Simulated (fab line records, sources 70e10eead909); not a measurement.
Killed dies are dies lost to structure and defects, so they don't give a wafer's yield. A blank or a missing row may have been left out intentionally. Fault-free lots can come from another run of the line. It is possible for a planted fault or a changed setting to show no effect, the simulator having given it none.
Chamber matching | flow nand harc | 4 sister chambers for NHARC_P_M2_ETCH_35 on rie diel-03
The step etches the open film in N2/H2, target depth 40 nm, overetch 12 nm, time 43.94 s. 8 wafers are shown with their chamber, then 7 later ones without.

EACH WAFER AND ITS CHAMBER
wafer  | chamber | showerhead plenum p Torr (Torr) | drypump motor current A (A)
L441.2 | 3       | 2.01                            | 6.1
L443.5 | 1       | 2.16                            | 5.5
L444.4 | 2       | 2.12                            | 5.8
L449.2 | 0       | 2.07                            | 5.8
L449.3 | 1       | 2.16                            | 5.5
L449.5 | 3       | 2.01                            | 6.1
L457.1 | 0       | 2.06                            | 5.7
L457.2 | 2       | 2.12                            | 5.8

WAFERS MISSING THEIR CHAMBER
wafer  | showerhead plenum p Torr (Torr) | drypump motor current A (A)
L457.6 | 2.01                            | 6.1
L460.1 | 2.15                            | 5.5
L460.2 | 2.06                            | 5.8
L460.6 | 2.12                            | 5.9
L461.2 | 2.15                            | 5.5
L461.5 | 2.15                            | 5.5
L461.6 | 2.06                            | 5.8

WHICH CHAMBER EACH ONE RAN IN
wafer  | from the rows above | in truth
L457.6 | 3                   | 3
L460.1 | 1                   | 1
L460.2 | 0                   | 0
L460.6 | 2                   | 2
L461.2 | 1                   | 1
L461.5 | 1                   | 1
L461.6 | 0                   | 0
Correctly placed: 7 of 7. Can't be placed from these rows: 0. Wrongly placed: 0.
How it was worked out, from the rows above alone: a wafer's distance from a chamber is the root of the sum, over the readings, of the square of ((its reading less the chamber's mean) divided by the reading's scatter). The wafer belongs to the nearest chamber; if the next one is less than 2 further off, it can't be placed. Each chamber's mean is taken over the wafers shown for it. The scatter is the square root of a quotient: the sum, over the shown wafers, of each reading's squared deviation from its chamber's mean, divided by wafers minus chambers.
